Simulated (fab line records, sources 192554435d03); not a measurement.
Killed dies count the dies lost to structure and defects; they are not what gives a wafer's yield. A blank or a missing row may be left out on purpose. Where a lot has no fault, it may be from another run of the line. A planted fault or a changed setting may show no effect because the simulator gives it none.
Matching of chambers -- flow n5Finfet -- 4 sister chambers for N5_BEOL_M3_ETCH_69 on rieDiel-05
The step etches SiARC in CF4, target depth 15.6 nm, time 26 s. 8 wafers are shown with their chamber, then 7 later ones without.

WAFERS PAIRED WITH THEIR CHAMBERS
wafer,chamber,drypumpMotorCurrentA (A),throttleValvePct (%)
L074.1,3,5.7,15.92
L079.3,2,5.4,15.94
L083.1,0,5.6,15.17
L087.2,2,5.4,15.97
L087.3,3,5.7,15.47
L087.4,1,5.8,15.80
L094.2,1,5.8,15.82
L094.3,0,5.7,15.21

WAFERS WITH NO CHAMBER GIVEN
wafer,drypumpMotorCurrentA (A),throttleValvePct (%)
L094.5,5.8,15.84
L096.1,5.8,15.83
L096.2,5.4,16.01
L096.6,5.8,15.83
L097.1,5.8,15.48
L097.2,5.7,15.19
L097.4,5.8,15.82

WHICH CHAMBER EACH ONE RAN IN
wafer,from the rows above,in truth
L094.5,1,1
L096.1,1,1
L096.2,2,2
L096.6,1,1
L097.1,can't be placed: 1 or 3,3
L097.2,can't be placed: 0 or 3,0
L097.4,1,1
Placed correctly: 5 of 7. Unplaceable from these rows: 2, with the true chamber sitting among the candidates in 2. 0 placed wrongly.
How it was worked out, from the rows above alone: a wafer's distance from a chamber is the root of the sum, over the readings, of the square of ((its reading less the chamber's mean) divided by the reading's scatter). The wafer belongs to the nearest chamber; if the next one is less than 2 further off, it can't be placed. A chamber's mean is the mean of its shown wafers. How the scatter is found: for the shown wafers, subtract from each reading the mean of its chamber, square and add these, divide the total by (wafers less chambers), then take the root.
